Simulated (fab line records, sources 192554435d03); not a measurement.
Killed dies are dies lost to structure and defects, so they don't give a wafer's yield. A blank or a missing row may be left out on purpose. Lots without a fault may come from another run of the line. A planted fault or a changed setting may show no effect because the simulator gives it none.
A struck lot beside a sound one | flow n5_finfet | 18 steps out of a route of 1938
Sound: wafers L958.2, L958.4, L958.6. Struck: wafers L962.1, L962.3. (L962.4 of the same lot was not struck and is left out.) The cause comes at the end.
At each step with rows: each side's tool, then ch and its chambers, then its first start. Under that, the readings that differ: sound wafers | struck wafers | difference of the means | sigmas: that difference in standard deviations of wafers without a fault.
alike: readings whose means differ by less than 2 such deviations, and words and numbers that are the same on both sides. not compared: withheld readings, readings that some wafer has no value for, bounds like >300 that may hide the same value, and numbers for which the record gives no deviation and whose values overlap.
The two part at a step that has a row with sigmas, a row that says differs or no value, or rows on one side only. Numbers that don't overlap but have no deviation are shown without sigmas and don't part them. A reading that every wafer of one side lacks parts them only if that side has two wafers or more.

first, 6 steps without rows for these wafers: N5_BEOL_M7_COAT_22 (resist thk 30 nm); N5_BEOL_M7_EBR_24; N5_BEOL_M7_SOFTBAKE_23 (time 60 s); N5_BEOL_M7_EXPOSE_25 (exposes mask V6, target cd 40 nm); N5_BEOL_M7_PEB_26 (peb time 60 s); N5_BEOL_M7_DEVELOP_27 (develop time 30 s).
N5_BEOL_M7_CD_MEAS_28: target cd 40 nm.
  sound on cd_sem-03 ch 0, day 11 10:05; struck on cd_sem-02 ch 0, day 12 16:37
  alike: cd_nm
N5_BEOL_M7_OVL_MEAS_29:
  sound on overlay-01 ch 0, day 11 10:07; struck on overlay-02 ch 0, day 12 16:38
  alike: V6_OVL
N5_BEOL_M7_INSPECT_30: inspects for defects (brightfield).
  sound on defect_inspect-01, day 11 10:11; struck on defect_inspect-02, day 12 16:42
  alike: raw_defect_count
N5_BEOL_M7_DESCUM_33: chemistry O2, time 7 s.
  sound on rie_diel-03 ch 0,2, day 11 10:15; struck on rie_diel-03 ch 1,2, day 12 16:50
  alike: drypump_motor_current_A, oes_product_au, rf_vpp_V, showerhead_plenum_p_Torr, throttle_valve_pct
  not compared: rf_hours_counter_h
N5_BEOL_M7_ETCH_72: etches underlayer in N2/H2, target depth 6.5 nm, time 5.2 s.
  sound on rie_diel-03 ch 0,2, day 11 10:17; struck on rie_diel-03 ch 1,2, day 12 16:53
  alike: drypump_motor_current_A, etch_rf_on_time_s, oes_product_au, rf_vpp_V, showerhead_plenum_p_Torr, throttle_valve_pct
  not compared: rf_hours_counter_h
N5_BEOL_M7_ETCH_65: etches SiARC in CF4, target depth 15.6 nm, time 26 s.
  sound on rie_diel-03 ch 0,2, day 11 10:18; struck on rie_diel-03 ch 1,2, day 12 16:53
  alike: drypump_motor_current_A, etch_rf_on_time_s, oes_product_au, rf_vpp_V, showerhead_plenum_p_Torr, throttle_valve_pct
  not compared: rf_hours_counter_h
N5_BEOL_M7_ETCH_66: etches SOC in N2/H2, target depth 80 nm, overetch 16 nm, time 120 s.
  sound on rie_diel-03 ch 0,2, day 11 10:20; struck on rie_diel-03 ch 1,2, day 12 16:55
  reading                                    | sound     | struck  | difference | sigmas
  model.SiARC_of_BEOL_M7_COAT_64.thk_nm (nm) | 6.4 6 6.4 | 8.6 8.2 | +2.1       |
  alike: drypump_motor_current_A, oes_product_au, rf_vpp_V, showerhead_plenum_p_Torr, throttle_valve_pct
  not compared: rf_hours_counter_h, model.BEOL_M7.cd_nm, model.etch.depth_nm
then, 2 steps without rows for these wafers: N5_BEOL_M7_STRIP_69 (strips in N2/H2); N5_BEOL_M7_STRIP_73 (strips in N2/H2).
N5_BEOL_M7_VIA_ETCH_34: etches SiCOH lowk in C4F6/O2, target depth 125.5 nm, time 50.5 s.
  sound on rie_diel-03 ch 0,2, day 11 10:26; struck on rie_diel-03 ch 1,2, day 12 17:01
  alike: drypump_motor_current_A, oes_product_au, rf_vpp_V, showerhead_plenum_p_Torr, throttle_valve_pct
  not compared: rf_hours_counter_h, model.BEOL_M7.cd_nm
then, 1 step without rows for these wafers: N5_BEOL_M7_STRIP_76 (strips in C4F6/O2).
-- the record jumps here: 4 days lie between the struck wafers' starts before and after (it left off in module BEOL_M7 and takes up again in module PASSIVATION, whose first step shown is number 1936 of the route) --
N5_PASSIVATION_PROBE_49:
  the record has rows for the struck wafers here (prober-01, day 16 10:09) and none for the sound ones

WHERE THEY PART
Only at N5_PASSIVATION_PROBE_49, within this record.

WHY: what the simulator had put in
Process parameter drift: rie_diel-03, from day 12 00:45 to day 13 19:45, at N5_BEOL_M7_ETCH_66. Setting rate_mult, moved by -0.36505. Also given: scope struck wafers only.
